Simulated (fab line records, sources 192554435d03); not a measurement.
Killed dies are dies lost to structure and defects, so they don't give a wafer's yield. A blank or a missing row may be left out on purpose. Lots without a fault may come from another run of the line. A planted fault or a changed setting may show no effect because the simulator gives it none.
A struck lot beside a sound one | flow n5_finfet | 37 steps out of a route of 1938
Sound: wafers L472.1, L472.4, L472.5. Struck: wafers L478.1, L478.3, L478.6. The cause comes at the end.
At each step with rows: each side's tool, then ch and its chambers, then its first start. Under that, the readings that differ: sound wafers | struck wafers | difference of the means | sigmas: that difference in standard deviations of wafers without a fault.
alike: readings whose means differ by less than 2 such deviations, and words and numbers that are the same on both sides. not compared: withheld readings, readings that some wafer has no value for, bounds like >300 that may hide the same value, and numbers for which the record gives no deviation and whose values overlap.
The two part at a step that has a row with sigmas, a row that says differs or no value, or rows on one side only. Numbers that don't overlap but have no deviation are shown without sigmas and don't part them. A reading that every wafer of one side lacks parts them only if that side has two wafers or more.

first, 9 steps without rows for these wafers: N5_WELL_APT_COAT_02 (resist thk 950 nm); N5_WELL_APT_EBR_04; N5_WELL_APT_SOFTBAKE_03 (time 60 s); N5_WELL_APT_EXPOSE_05 (exposes mask NWELL, defocus 0 nm, target cd 200 nm); N5_WELL_APT_PEB_06 (peb time 90 s); N5_WELL_APT_DEVELOP_07 (develop time 45 s); N5_WELL_APT_HARDBAKE_12 (time 120 s); N5_WELL_APT_DESCUM_13 (chemistry O2, time 7.9 s); N5_WELL_APT_IMPLANT_14.
N5_WELL_APT_IMPLANT_15:
  sound on implanter-01 ch 0, day 3 08:11; struck on implanter-01, day 4 20:26
  no value came back on the struck wafers for beam_energy_keV, beam_on_s (s), tilt_deg (degrees); on the sound wafers beam_energy_keV reads 25.000 25.000 25.006
then, 25 steps without rows for these wafers: N5_WELL_APT_STRIP_16 (strips in SPM, time 900 s); N5_WELL_APT_HMDS_18 (time 60 s); N5_WELL_APT_COAT_19 (resist thk 950 nm); N5_WELL_APT_EBR_21; N5_WELL_APT_SOFTBAKE_20 (time 60 s); N5_WELL_APT_EXPOSE_22 (exposes mask PWELL, defocus 0 nm, target cd 200 nm); N5_WELL_APT_PEB_23 (peb time 90 s); N5_WELL_APT_DEVELOP_24 (develop time 45 s); N5_WELL_APT_HARDBAKE_29 (time 120 s); N5_WELL_APT_DESCUM_30 (chemistry O2, time 7.9 s); N5_WELL_APT_IMPLANT_31; N5_WELL_APT_IMPLANT_32; N5_WELL_APT_STRIP_33 (strips in SPM, time 900 s); N5_WELL_APT_RTA_34 (time 10 s); N5_WELL_APT_OXIDE_STRIP_42 (strips SiO2 in dHF, time 45 s, target depth 12 nm); N5_WELL_APT_PRECLEAN_36 (cleans in O3/DIW, time 45 s); N5_WELL_APT_PRECLEAN_39 (cleans in dHF, time 60 s); N5_WELL_APT_SRD_37 (time 30 s); N5_WELL_APT_EPI_41 (deposits Si from SiH4/H2, target thk 50 nm, time 297.7 s); N5_PMOS_HMC_CHANNEL_EPI_HM_DEP_34 (deposits SiO2 from TEOS/O2, target thk 36 nm, time 6.9 s); N5_PMOS_HMC_CHANNEL_EPI_COAT_31 (time 60 s, resist thk 66 nm); N5_PMOS_HMC_CHANNEL_EPI_COAT_03 (resist thk 205 nm); N5_PMOS_HMC_CHANNEL_EPI_EBR_05; N5_PMOS_HMC_CHANNEL_EPI_SOFTBAKE_04 (time 60 s); N5_PMOS_HMC_CHANNEL_EPI_EXPOSE_06 (exposes mask PMOS HMC BLK, target cd 240 nm).
-- the record jumps here: 6 days lie between the struck wafers' starts before and after (it left off in module PMOS_HMC_CHANNEL_EPI and takes up again in module BEOL_M4, whose first step shown is number 1111 of the route) --
N5_BEOL_M4_RC_MEAS_101:
  sound on prober-02 ch 0, day 9 03:50; struck on prober-01 ch 0, day 11 02:02
  reading            | sound             | struck            | difference | sigmas
  CJ_P               | 5.55 5.92 5.75    | 1.01 1.02 1.02    | -4.72      | -34
  DIBL_P (mV/V)      | 37.2 35.9 36.8    | 47.9 59.8 46.6    | +14.8      | +9
  IOFF_N (nA/um)     | 0.192 0.174 0.175 | 0.116 0.142 0.120 | -0.054     | -2
  IOFF_P (nA/um)     | 0.26 0.22 0.26    | 0.65 2.07 0.56    | +0.85      | +27
  IOFF_P_85C (nA/um) | 4.4 3.8 4.3       | 9.2 24.2 8.0      | +9.6       | +22
  IOFF_P_LIN (nA/um) | 0.122 0.107 0.121 | 0.135 0.238 0.132 | +0.052     | +4
  ION_N (uA/um)      | 690 694 692       | 655 670 666       | -28        | -3
  SS_P (mV/dec)      | 74.1 74.0 74.5    | 81.3 92.4 79.8    | +10.3      | +19
  VT_N (mV)          | 246.9 248.1 248.4 | 258.6 250.9 255.5 | +7.2       | +2
  alike: DIBL_N, ION_P, SS_N, VT_P
-- the record jumps here: 4 days lie between the struck wafers' starts before and after (it left off in module BEOL_M4 and takes up again in module PASSIVATION, whose first step shown is number 1936 of the route) --
N5_PASSIVATION_PROBE_49:
  sound on prober-01, day 13 10:25; struck on prober-01, day 15 01:49
  reading                | sound          | struck            | difference | sigmas
  sort_bin_4_leakage (%) | 0 0 0          | 57.20 92.12 23.47 | +57.60     |
  sort_n_pass            | 1080 1063 1049 | 422 0 799         | -657       | -36
  sort_yield_pct (%)     | 91.5 90.1 88.9 | 35.8 0 67.7       | -55.7      | -37
  alike: defect_limited_yield, killed_at_M0_to_M3, killed_at_M4_up, killed_at_contacts, killed_at_front_end, killed_at_other, killed_dies, killed_open, killed_short, sort_bin_5_function, sort_bin_6_memory

WHERE THEY PART
First at N5_WELL_APT_IMPLANT_15; last, within this record, at N5_PASSIVATION_PROBE_49.

WHY: what the simulator had put in
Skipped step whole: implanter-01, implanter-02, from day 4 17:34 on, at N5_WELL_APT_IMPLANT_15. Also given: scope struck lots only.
